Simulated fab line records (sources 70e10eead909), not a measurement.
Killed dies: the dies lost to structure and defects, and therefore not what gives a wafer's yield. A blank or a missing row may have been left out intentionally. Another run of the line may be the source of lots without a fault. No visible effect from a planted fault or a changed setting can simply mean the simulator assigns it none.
Which tool was responsible? | flow nandHarc | Sampling: 13 lots, 39 wafers, 6 of 1302 route steps

== WHAT EACH GAUGE READ, for each wafer ==
NHARC_A_ONON_D1_THK_MEAS_14: measures by ellipsometry.
lot  | measured     | on           | thkNm (nm)
L352 | day 7 21:58  | filmMetro-01 | 1003 1003 1002
L353 | day 7 22:01  | filmMetro-02 | 1015 1017 1016
L354 | day 8 12:35  | filmMetro-01 | 1002 1002 1002
L356 | day 9 09:34  | filmMetro-02 | 1002 1002 1003
L357 | day 9 15:28  | filmMetro-01 | 991 991 990
L358 | day 10 09:19 | filmMetro-01 | 994 993 992
L359 | day 10 19:44 | filmMetro-02 | 995 994 995
L360 | day 11 07:49 | filmMetro-02 | 992 989 990
L363 | day 12 18:01 | filmMetro-02 | 1011 1011 1013
L366 | day 13 22:14 | filmMetro-02 | 992 993 993
L369 | day 14 18:54 | filmMetro-01 | 978 978 978
L370 | day 15 06:40 | filmMetro-02 | 991 989 990
L375 | day 17 12:16 | filmMetro-02 | 984 983 985

NHARC_A_ONON_D1_THK_MEAS_24: measures by ellipsometry.
lot  | measured     | on           | thkNm (nm)
L352 | day 8 06:40  | filmMetro-02 | 983 985 985
L353 | day 8 06:40  | filmMetro-01 | 1001 1000 999
L354 | day 8 21:46  | filmMetro-01 | 1006 1007 1006
L356 | day 9 17:40  | filmMetro-01 | 999 1001 999
L357 | day 10 00:22 | filmMetro-01 | 1001 1001 1002
L358 | day 10 18:14 | filmMetro-02 | 1006 1006 1007
L359 | day 11 04:39 | filmMetro-01 | 995 997 994
L360 | day 11 20:51 | filmMetro-01 | 1011 1010 1012
L363 | day 13 02:56 | filmMetro-01 | 1003 1004 1004
L366 | day 14 07:51 | filmMetro-01 | 1003 1003 1003
L369 | day 15 03:38 | filmMetro-02 | 994 994 994
L370 | day 15 17:42 | filmMetro-01 | 991 992 989
L375 | day 17 21:45 | filmMetro-02 | 988 987 988

NHARC_A_ONON_D1_THK_MEAS_27: measures by ellipsometry.
lot  | measured     | on           | thkNm (nm)
L352 | day 8 07:13  | filmMetro-02 | 998 997 996
L353 | day 8 07:14  | filmMetro-01 | 1002 1001 1001
L354 | day 8 22:20  | filmMetro-02 | 992 995 992
L356 | day 9 18:15  | filmMetro-01 | 1009 1007 1007
L357 | day 10 00:55 | filmMetro-02 | 1004 1001 1003
L358 | day 10 18:48 | filmMetro-01 | 1003 1002 999
L359 | day 11 05:13 | filmMetro-01 | 997 995 994
L360 | day 11 21:25 | filmMetro-01 | 997 996 998
L363 | day 13 03:31 | filmMetro-01 | 998 998 1000
L366 | day 14 08:25 | filmMetro-02 | 670 671 670 668 671 669
L369 | day 15 04:13 | filmMetro-02 | 682 680 682 682 682 681
L370 | day 15 18:16 | filmMetro-01 | 1007 1008 1007
L375 | day 17 22:19 | filmMetro-02 | 1011 1012 1011

NHARC_END_SORT_01.
lot  | measured     | on        | killedAtArray | killedAtOther | killedAtPeriphery | killedDies  | killedOpen | killedShort
L363 | day 29 07:20 | prober-02 | 75            | 2             | 2                 | 79          | 2          | 2
L366 | day 30 09:55 | prober-01 | 671 675 669   | 3 1 2         | 3 1 6             | 677 677 677 | 2 4 0      | 2 1 2
L369 | day 33 07:25 | prober-01 | 674 671 671   | 0 0 0         | 3 6 6             | 677 677 677 | 2 7 5      | 4 1 1

== TOOL THAT RAN EACH LOT (tool first, then ch and the chambers of the sampled wafers, then the start) ==
lot  | NHARC_A_ONON_D1_DEP_25          | NHARC_A_ONON_D1_DEP_33
L352 | pecvdOnon-04 ch 0, day 8 06:43  | pecvd-04 ch 1,2, day 8 07:53
L353 | pecvdOnon-03 ch 0, day 8 06:44  | pecvd-01 ch 0,1, day 8 08:09
L354 | pecvdOnon-04 ch 0, day 8 21:50  | pecvd-04 ch 1,2, day 8 23:00
L356 | pecvdOnon-03 ch 0, day 9 17:51  | pecvd-01 ch 1,2, day 9 18:58
L357 | pecvdOnon-03 ch 0, day 10 00:25 | pecvd-01 ch 0,2, day 10 01:39
L358 | pecvdOnon-04 ch 0, day 10 18:21 | pecvd-01 ch 1,2, day 10 19:25
L359 | pecvdOnon-03 ch 0, day 11 04:49 | pecvd-04 ch 0,1, day 11 05:53
L360 | pecvdOnon-02 ch 0, day 11 21:01 | pecvd-02 ch 0,1,2, day 11 22:05
L363 | pecvdOnon-04 ch 0, day 13 03:11 | pecvd-02 ch 0,1,2, day 13 04:17
L366 | pecvdOnon-03 ch 0, day 14 08:02 | pecvd-02 ch 0,1,2, day 14 14:10
L369 | pecvdOnon-03 ch 0, day 15 03:42 | pecvd-01 ch 0,1, day 15 07:04
L370 | pecvdOnon-04 ch 0, day 15 17:52 | pecvd-02 ch 0,2, day 15 18:53
L375 | pecvdOnon-02 ch 0, day 17 21:48 | pecvd-02 ch 0,2, day 17 22:56
- NHARC_A_ONON_D1_DEP_25: target thk 1000 nm.
- NHARC_A_ONON_D1_DEP_33: deposits SiO2, target thk 200 nm.

== AS READ BY THE TOOLS THEMSELVES (means over the sampled wafers that have a number; for cases with no such wafer, the mark the record gives instead) ==
NHARC_A_ONON_D1_DEP_25.
lot  | tool         | n2FlowSccm (sccm)
L352 | pecvdOnon-04 | 2758
L353 | pecvdOnon-03 | 2753
L354 | pecvdOnon-04 | 2739
L356 | pecvdOnon-03 | 2750
L357 | pecvdOnon-03 | 2753
L358 | pecvdOnon-04 | 2742
L359 | pecvdOnon-03 | 2757
L360 | pecvdOnon-02 | 2753
L363 | pecvdOnon-04 | 2753
L366 | pecvdOnon-03 | 2750
L369 | pecvdOnon-03 | 2753
L370 | pecvdOnon-04 | 2746
L375 | pecvdOnon-02 | 2746

NHARC_A_ONON_D1_DEP_33.
lot  | tool     | heaterPowerW (W) | throttleValvePct (%)
L352 | pecvd-04 | 580              | 16.0
L353 | pecvd-01 | 674              | 15.9
L354 | pecvd-04 | 668              | 15.9
L356 | pecvd-01 | 639              | 16.0
L357 | pecvd-01 | 510              | 15.9
L358 | pecvd-01 | 716              | 16.1
L359 | pecvd-04 | 559              | 15.8
L360 | pecvd-02 | 684              | 15.7
L363 | pecvd-02 | 639              | 15.7
L366 | pecvd-02 | 662              | 15.8
L369 | pecvd-01 | 617              | 15.7
L370 | pecvd-02 | 653              | 15.9
L375 | pecvd-02 | 619              | 15.9

== THE ANSWER, worked out from the rows above alone ==
Rule: the lots themselves supply what counts as usual. The widest of any qualifying gaps counts: lots, ordered by their means at a reading, are off when they make up no more than a third of the lots, leave a main group of 4 or more, and stand apart from it by 3 or more times the standard deviation of that group's means. The tables above print the reading to a certain number of digits; a main group whose means all agree to those digits is not used. A lot without any number at a reading at which 4 lots or more have one is off too. Where the step has rows for the other lots, those lots are counted as sound. After the gauges, taken in route order, come the tools' own readings; for these a lot's mean is taken, as printed above. At the first step where some lot is off, the reading lying furthest off is the one used; lots without a number count as furthest.
Off: L366, L369 (NHARC_A_ONON_D1_THK_MEAS_27, thkNm). Mean 1001 nm and standard deviation 5.5 in the main group.
A tool fits if, at a process step before that reading, it ran every lot that is off, and no sound lot after the first of them. The gauges at NHARC_A_ONON_D1_THK_MEAS_27 are tried like those tools. One candidate fits, namely pecvdOnon-03 at NHARC_A_ONON_D1_DEP_25. A fault onset in the window from L359 (day 11 04:49, its last sound lot) to L366 (day 14 08:02, its first lot off) fits.

== WHAT THE SIMULATOR PUT IN ==
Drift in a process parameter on pecvdOnon-03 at NHARC_A_ONON_D1_DEP_25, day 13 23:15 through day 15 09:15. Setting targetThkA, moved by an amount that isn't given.
Lots struck among those shown: L366, L369. The rule given above showed the same thing.
